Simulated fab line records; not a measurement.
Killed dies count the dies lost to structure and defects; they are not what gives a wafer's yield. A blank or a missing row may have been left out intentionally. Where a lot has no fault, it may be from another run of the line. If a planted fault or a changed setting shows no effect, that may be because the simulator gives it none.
Split-lot study ; flow n5-finfet ; route with 1938 steps; 7 lots, 21 wafers read

== THE SPLIT ITSELF ==
At N5_BEOL_M0_SAQP_SPACER1_ALD_98 (deposits SiO2, target thk 12.8 nm, pulse time 1 s, purge time 2 s), the setting temp-c was moved away from the recipe's 300 C on 8 of the 21 wafers read, by -3.0% to +1.4%. All remaining wafers had this setting at the recipe value.

== FROM THE SPLIT ON TO THE READING: in between, the file shows 1 step ==
- N5_BEOL_M0_SAQP_SPACER1_ETCHBACK_99: etches SiO2 in CHF3/O2, target depth 15.4 nm, time 7.7 s

== THE READING ==
BEOL_M0_SAQP.cd-nm (the simulator's own value, which no gauge read), in nm, at N5_BEOL_M0_SAQP_MANDREL1_REMOVE_100 (chemistry HBr/Cl2/O2, target a-Si, stops on SiNx, bt time 10 s). There is no usual value for it anywhere in the file. Here, 13 wafers ran the recipe; their average is 12.8 nm with a standard deviation of 0.053 nm.

wafer;tool, chamber at the split;temp-c as run, C;against the recipe;BEOL_M0_SAQP.cd-nm, nm;against lot-mates on the recipe
L075.2;ald-sin-02, 3;300;recipe;12.8;-
L075.4;ald-sin-02, 2,1;303.6;+1.2%;12.8;+0.0
L075.5;ald-sin-02, 2,1;303.6;+1.2%;12.8;+0.0
L081.4;ald-sin-03, 2,0,1;300;recipe;12.8;-
L081.5;ald-sin-03, 2,0,1;300;recipe;12.8;-
L081.6;ald-sin-03, 2,0,1;300;recipe;12.8;-
L082.2;ald-sin-01, 1;304.2;+1.4%;12.6;-0.2
L082.3;ald-sin-01, 2,1;300;recipe;12.8;-
L082.6;ald-sin-01, 2,1;300;recipe;12.8;-
L085.1;ald-sin-03, 0,2;293.4;-2.2%;13;+0.2
L085.5;ald-sin-03, 0,2;293.4;-2.2%;13;+0.2
L085.2;ald-sin-03, 3;300;recipe;12.8;-
L088.2;ald-sin-02, 0;300;recipe;12.8;-
L088.5;ald-sin-02, 1;291;-3.0%;13.2;+0.3
L088.6;ald-sin-02, 0;300;recipe;13;-
L093.2;ald-sin-03, 2,3,2;300;recipe;12.8;-
L093.4;ald-sin-03, 2,3,2;300;recipe;12.8;-
L093.6;ald-sin-03, 2,3,2;300;recipe;12.8;-
L095.1;ald-sin-01, 2,3;296.2;-1.3%;13;+0.2
L095.4;ald-sin-01, 2,3;296.2;-1.3%;13;+0.2
L095.3;ald-sin-01, 0;300;recipe;12.8;-
If several chambers appear in one row, that row covers several wafers at once and the file leaves open which wafer was in which chamber.

THE FIT
A straight line over all 21 wafers: BEOL_M0_SAQP.cd-nm changes by -0.101 nm for each +1% of temp-c; r = -0.88; the points scatter about the line by 0.064 nm.
The same after taking each lot's own level away (the mean of its wafers on the recipe; 21 wafers): -0.0924 nm for each +1%; r = -0.89; scatter 0.056 nm.
On that fit, the largest move of temp-c shifts the reading by 0.28 nm.
From 12.80 to 12.90 nm: that is the span of the lots' own levels, equal to 1.9 times the standard deviation above.
The two slopes agree, so the slope changes little with the lot-to-lot level.
Check: for one of the wafers moved furthest among these (-3.0%), held out of the fit, the line's prediction against its lot-mates is +0.289 nm. Against them it came out at +0.3 nm.

== FURTHER SPLITS ON THESE WAFERS ==
Other splits were also applied to these wafers ahead of the reading. Each is held against what the fit with the lots' levels taken away leaves over:
other split on the same wafers;wafers away from the commonest value;r with BEOL_M0_SAQP.cd-nm (lot level and that fit taken away)
N5_HKMG_FIN_EXPOSE_46 dose-mj;8;+0.27
N5_HKMG_FIN_ETCH_54 bias-w;5;-0.16
N5_GATE_CUT_COAT_35 spin-rpm;7;+0.09
N5_MOL_CONTACT_COAG_ETCH_110 source-w;14;+0.16
N5_MOL_CONTACT_COAG_VIA_ETCH_46 bias-w;10;+0.01
N5_MOL_CONTACT_COAG_COAT_64 spin-rpm;8;+0.01

== THE FILE'S OWN FIT ==
BEOL_M0_SAQP.cd-nm changes by -0.0994 nm for each +1% of temp-c, r = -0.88.
